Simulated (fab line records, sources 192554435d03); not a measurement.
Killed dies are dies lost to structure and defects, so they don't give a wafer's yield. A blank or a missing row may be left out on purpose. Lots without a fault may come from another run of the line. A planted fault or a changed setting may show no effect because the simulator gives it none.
Which tool did it? | flow n5_finfet | 11 lots, 33 wafers sampled, at 2 steps of a route of 1938

WHAT THE GAUGES READ, wafer by wafer
N5_PASSIVATION_OVL_MEAS_60. Usual: TV_OVL 2 nm, standard deviation 4.5.
lot  | measured     | on         | TV_OVL (nm) | flag
L938 | day 11 17:41 | overlay-02 | -1 0 1      |
L939 | day 11 21:13 | overlay-02 | 4 -1 1      |
L941 | day 13 00:43 | overlay-02 | 7 9 -1      |
L942 | day 12 20:04 | overlay-01 | 3 8 8       |
L946 | day 14 05:31 | overlay-01 | -8 -4 -5    |
L947 | day 13 20:40 | overlay-01 | 2 -9 2      |
L949 | day 15 05:25 | overlay-02 | 3 2 5       |
L953 | day 16 11:11 | overlay-02 | 4 9 6       |
L958 | day 17 12:48 | overlay-02 | -7 2 -1     |
L959 | day 17 22:06 | overlay-02 | -1 3 0      |
L961 | day 18 18:11 | overlay-01 | 7 -3 -3     |

WHICH TOOL RAN EACH LOT (tool, then ch and the chambers of the sampled wafers, then the start)
lot  | N5_HKMG_FIN_STRIP_88
L938 | plasma_asher-02 ch 0,1, day 4 06:37
L939 | plasma_asher-02 ch 0,1, day 4 13:03
L941 | plasma_asher-02 ch 0,1, day 4 22:19
L942 | plasma_asher-02 ch 0,1, day 5 08:13
L946 | plasma_asher-02 ch 0,1, day 6 08:53
L947 | plasma_asher-01 ch 0, day 6 10:10
L949 | plasma_asher-02 ch 0,1, day 6 23:31
L953 | plasma_asher-01 ch 0,1, day 8 01:38
L958 | plasma_asher-02 ch 0,1, day 9 08:05
L959 | plasma_asher-02 ch 0,1, day 9 12:49
L961 | plasma_asher-02 ch 0,1, day 10 03:26
- N5_HKMG_FIN_STRIP_88: strips in N2/H2, time 360 s.

WHAT THE TOOLS THEMSELVES READ (means of the sampled wafers that have a number; where no wafer has one, the mark that the record gives instead)
N5_HKMG_FIN_STRIP_88. Usual: drypump_motor_current_A 5.75 A, standard deviation 0.23; heater_power_w 468 W, standard deviation 42.
lot  | tool            | drypump_motor_current_A (A) | heater_power_w (W) | flag
L938 | plasma_asher-02 | 5.73                        | 451                |
L939 | plasma_asher-02 | 5.73                        | 453                |
L941 | plasma_asher-02 | 5.75                        | 455                |
L942 | plasma_asher-02 | 5.75                        | 450                |
L946 | plasma_asher-02 | 5.74                        | 456                |
L947 | plasma_asher-01 | 6.21                        | 531                |
L949 | plasma_asher-02 | 5.67                        | 480                |
L953 | plasma_asher-01 | 5.97                        | 490                |
L958 | plasma_asher-02 | 5.74                        | 456                |
L959 | plasma_asher-02 | 5.69                        | 476                |
L961 | plasma_asher-02 | 5.74                        | 451                |

THE ANSWER, worked out from the rows above alone
Rule: a lot is off if the mean of its wafers that have a number lies more than 3 standard deviations from the usual mean. A lot without any number at a reading at which 4 lots or more have one is off too. The other lots that the step has rows for count as sound. The gauges are gone through in route order, then the tools' own readings, and for those a lot's mean is taken as printed above. The first step at which some lot is off is used, and at that step the reading that is off furthest; a lot without a number counts as furthest.
No lot is off at any reading shown: from this, nothing can be told.

WHAT THE SIMULATOR HAD PUT IN
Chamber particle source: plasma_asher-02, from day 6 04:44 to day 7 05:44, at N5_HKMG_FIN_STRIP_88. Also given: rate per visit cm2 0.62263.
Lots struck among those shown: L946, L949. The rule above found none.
